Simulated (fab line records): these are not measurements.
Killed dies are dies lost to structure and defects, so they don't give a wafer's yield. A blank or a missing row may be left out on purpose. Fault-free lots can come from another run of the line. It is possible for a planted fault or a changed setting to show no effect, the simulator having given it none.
Chamber matching | flow nand_harc | rie_diel-04 running NHARC_A_CONTACT_ETCH_92: 4 sister chambers
The step etches the open film in CH3F/O2, target depth 40 nm, time 85.7 s. 8 wafers are shown with their chamber, then 9 later ones without.

== WAFERS PAIRED WITH THEIR CHAMBERS ==
wafer  | chamber | drypump_motor_current_A (A) | showerhead_plenum_p_Torr (Torr)
L082.1 | 1       | 6.5                         | 2.44
L088.4 | 0       | 5.8                         | 2.28
L091.2 | 0       | 5.8                         | 2.66
L091.5 | 3       | 6.2                         | 2.32
L091.6 | 2       | 6.3                         | 2.63
L090.3 | 3       | 6.2                         | 2.33
L090.4 | 2       | 6.4                         | 2.63
L090.5 | 1       | 6.6                         | 2.44

== WAFERS WITH NO CHAMBER GIVEN ==
wafer  | drypump_motor_current_A (A) | showerhead_plenum_p_Torr (Torr)
L093.2 | 6.2                         | 2.32
L093.3 | 6.5                         | 2.43
L093.6 | 6.2                         | 2.32
L094.1 | 6.2                         | 2.32
L094.4 | 5.8                         | 2.66
L094.6 | 6.5                         | 2.43
L097.2 | 5.8                         | 2.65
L097.3 | 6.1                         | 2.32
L097.4 | 6.5                         | 2.43

== WHICH CHAMBER EACH ONE RAN IN ==
wafer  | from the rows above | in truth
L093.2 | 3                   | 3
L093.3 | 1                   | 1
L093.6 | 3                   | 3
L094.1 | 3                   | 3
L094.4 | 0                   | 0
L094.6 | 1                   | 1
L097.2 | 0                   | 0
L097.3 | 3                   | 3
L097.4 | 1                   | 1
Correct placement for 9 of the 9. Not placeable from these rows: 0. 0 placed wrongly.
How it was worked out, from the rows above alone: a wafer's distance from a chamber is the root of the sum, over the readings, of the square of ((its reading less the chamber's mean) divided by the reading's scatter). The wafer belongs to the nearest chamber; if the next one is less than 2 further off, it can't be placed. The mean given for a chamber averages the wafers shown for that chamber. The scatter is the square root of a quotient: the sum, over the shown wafers, of each reading's squared deviation from its chamber's mean, divided by wafers minus chambers.
